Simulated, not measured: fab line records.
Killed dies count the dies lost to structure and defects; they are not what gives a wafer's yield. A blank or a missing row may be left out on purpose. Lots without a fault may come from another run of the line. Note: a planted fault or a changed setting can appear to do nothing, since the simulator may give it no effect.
Matching of chambers | flow n5-finfet | N5_BEOL_M6_ALD_77 on ald-metal-04: 4 sister chambers
The step deposits TaN, target thk 2 nm, pulse time 2 s, purge time 3 s. 8 wafers are shown with their chamber, then 12 later ones without.

== EACH WAFER AND ITS CHAMBER ==
wafer  | chamber | heater-power-w (W) | mfc-carrier-sccm (sccm)
L079.1 | 3       | 392                | 1501
L084.2 | 1       | 438                | 1492
L085.1 | 1       | 439                | 1504
L088.4 | 2       | 395                | 1497
L088.5 | 0       | 477                | 1499
L091.2 | 2       | 386                | 1494
L091.3 | 0       | 485                | 1507
L091.6 | 3       | 389                | 1505

== WAFERS WHOSE CHAMBER IS MISSING ==
wafer  | heater-power-w (W) | mfc-carrier-sccm (sccm)
L089.1 | 383                | 1500
L089.2 | 425                | 1500
L089.6 | 432                | 1501
L093.1 | 476                | 1489
L093.2 | 387                | 1499
L093.5 | 484                | 1500
L094.1 | 484                | 1502
L094.2 | 388                | 1499
L094.4 | 439                | 1499
L096.2 | 376                | 1500
L096.5 | 383                | 1499
L096.6 | 480                | 1499

== EACH ONE'S CHAMBER ==
wafer  | from the rows above     | in truth
L089.1 | can't be placed: 3 or 2 | 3
L089.2 | 1                       | 1
L089.6 | 1                       | 1
L093.1 | 0                       | 0
L093.2 | can't be placed: 2 or 3 | 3
L093.5 | 0                       | 0
L094.1 | 0                       | 0
L094.2 | can't be placed: 2 or 3 | 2
L094.4 | 1                       | 1
L096.2 | can't be placed: 3 or 2 | 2
L096.5 | can't be placed: 2 or 3 | 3
L096.6 | 0                       | 0
Correctly placed: 7 of 12. Unplaceable from these rows: 5, with the true chamber sitting among the candidates in 5. Placed wrongly: 0.
How it was worked out, from the rows above alone: a wafer's distance from a chamber is the root of the sum, over the readings, of the square of ((its reading less the chamber's mean) divided by the reading's scatter). If the next closest chamber is less than 2 further off than the closest, the wafer can't be placed; otherwise it belongs to the closest. The mean given for a chamber averages the wafers shown for that chamber. How the scatter is found: for the shown wafers, subtract from each reading the mean of its chamber, square and add these, divide the total by (wafers less chambers), then take the root.
